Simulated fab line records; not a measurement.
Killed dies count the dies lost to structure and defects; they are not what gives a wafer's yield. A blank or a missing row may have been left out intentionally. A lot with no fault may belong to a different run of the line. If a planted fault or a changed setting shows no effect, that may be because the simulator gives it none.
Matching of chambers    flow nand-harc    NHARC_A_WL_FILL_CMP_12 on cmp-04: 4 sister chambers
The step polishes, t overpolish 30 s, target thk 100 nm. 20 wafers are shown with their chamber, then 10 later ones without.

== WAFERS PAIRED WITH THEIR CHAMBERS ==
wafer   chamber  motor-current-A (A)  time-to-endpoint-s (s)  overpolish-run-s (s)
L074.2  0        12.2                 23.1                    30.011
L074.3  3        9.8                  24.1                    30.006
L074.5  0        11.5                 25.5                    30.003
L076.1  1        11.9                 21.3                    30.005
L076.2  0        11.6                 24.2                    29.999
L076.6  0        11.2                 24.2                    30.016
L079.1  0        12.5                 19.4                    30.002
L079.3  1        12.5                 16.1                    30.003
L079.6  3        9.9                  22.8                    29.997
L080.2  3        10.2                 23.2                    30.004
L080.3  2        14.8                 22.1                    30.006
L080.5  2        14.7                 21.7                    30.011
L083.2  0        11.6                 18.8                    30.003
L083.5  0        11.2                 18.2                    30.005
L083.6  3        10.2                 23.4                    29.990
L086.1  2        14.6                 16.4                    29.997
L086.5  0        11.7                 18.7                    29.989
L086.6  3        9.8                  19.1                    29.999
L088.3  2        14.4                 20.3                    30.003
L088.5  1        12.0                 18.6                    29.991

SIGNATURES (averages over the wafers above)
reading             chamber 0  chamber 1  chamber 2  chamber 3  scatter within a chamber
motor-current-A     11.688     12.133     14.625     9.980      0.346
time-to-endpoint-s  21.512     18.667     20.125     22.520     2.66
overpolish-run-s    30.00350   29.99967   30.00425   29.99920   0.00718
Rule: for a wafer and a chamber, the distance is found by dividing, reading by reading, the gap between the wafer's reading and the chamber's mean by the reading's scatter, squaring, summing and taking the root. The wafer belongs to the nearest chamber; if the next one is less than 2 further off, it can't be placed. How the scatter is found: for the shown wafers, subtract from each reading the mean of its chamber, square and add these, divide the total by (wafers less chambers), then take the root.

== WAFERS MISSING THEIR CHAMBER ==
wafer   motor-current-A (A)  time-to-endpoint-s (s)  overpolish-run-s (s)
L088.6  11.5                 22.1                    29.999
L091.1  11.0                 20.8                    29.990
L091.2  13.5                 21.0                    30.000
L091.3  11.4                 14.9                    30.006
L093.1  14.6                 17.4                    29.995
L093.3  10.4                 20.2                    30.017
L093.4  12.1                 15.0                    29.990
L096.2  11.4                 23.8                    30.007
L096.3  10.0                 25.2                    30.001
L096.6  13.1                 25.1                    30.013

== CHAMBER TAKEN BY EACH ==
wafer   from the rows above           in truth
L088.6  can't be placed: 0 or 1       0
L091.1  can't be placed: 0 or 3 or 1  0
L091.2  can't be placed: 2 or 1 or 0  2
L091.3  can't be placed: 0 or 1       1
L093.1  2                             2
L093.3  can't be placed: 3 or 0       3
L093.4  can't be placed: 1 or 0       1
L096.2  can't be placed: 0 or 1       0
L096.3  3                             3
L096.6  can't be placed: 1 or 0 or 2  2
Correct placement for 2 of the 10. From these rows, 8 cannot be placed; in 8 the true chamber is one of the candidates. 0 placed wrongly.
